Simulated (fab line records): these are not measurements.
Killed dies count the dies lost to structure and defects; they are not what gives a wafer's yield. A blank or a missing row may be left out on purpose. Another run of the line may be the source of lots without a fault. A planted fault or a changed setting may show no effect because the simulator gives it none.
Matching of chambers -- flow n5 finfet -- N5_BEOL_M6_STRIP_36 on rie diel-06 has 4 sister chambers
The step strips in N2/H2. 8 wafers are shown with their chamber, then 12 later ones without.

== WAFERS PAIRED WITH THEIR CHAMBERS ==
wafer,chamber,throttle valve pct (%),showerhead plenum p Torr (Torr)
L086.3,2,23.58,2.55
L086.5,1,23.52,2.60
L085.2,0,24.34,2.50
L085.4,3,23.86,2.55
L085.5,3,23.81,2.55
L088.1,0,24.31,2.50
L088.3,1,23.51,2.60
L088.5,2,23.65,2.54

== WAFERS WHOSE CHAMBER IS MISSING ==
wafer,throttle valve pct (%),showerhead plenum p Torr (Torr)
L091.1,23.87,2.54
L091.2,23.64,2.54
L091.6,23.83,2.54
L092.1,23.85,2.54
L092.3,23.54,2.60
L092.4,23.52,2.60
L093.2,24.31,2.49
L093.4,23.63,2.54
L093.5,23.65,2.54
L095.2,23.65,2.54
L095.3,23.87,2.54
L095.5,24.36,2.49

== THE CHAMBER EACH PASSED THROUGH ==
wafer,from the rows above,in truth
L091.1,3,3
L091.2,2,2
L091.6,3,3
L092.1,3,3
L092.3,1,1
L092.4,1,1
L093.2,0,0
L093.4,2,2
L093.5,2,2
L095.2,2,2
L095.3,3,3
L095.5,0,0
12 of 12 placed correctly. Not placeable from these rows: 0. Placed wrongly: 0.
How it was worked out, from the rows above alone: a wafer's distance from a chamber is the root of the sum, over the readings, of the square of ((its reading less the chamber's mean) divided by the reading's scatter). The wafer belongs to the nearest chamber; if the next one is less than 2 further off, it can't be placed. Each chamber's mean is taken over the wafers shown for it. How the scatter is found: for the shown wafers, subtract from each reading the mean of its chamber, square and add these, divide the total by (wafers less chambers), then take the root.
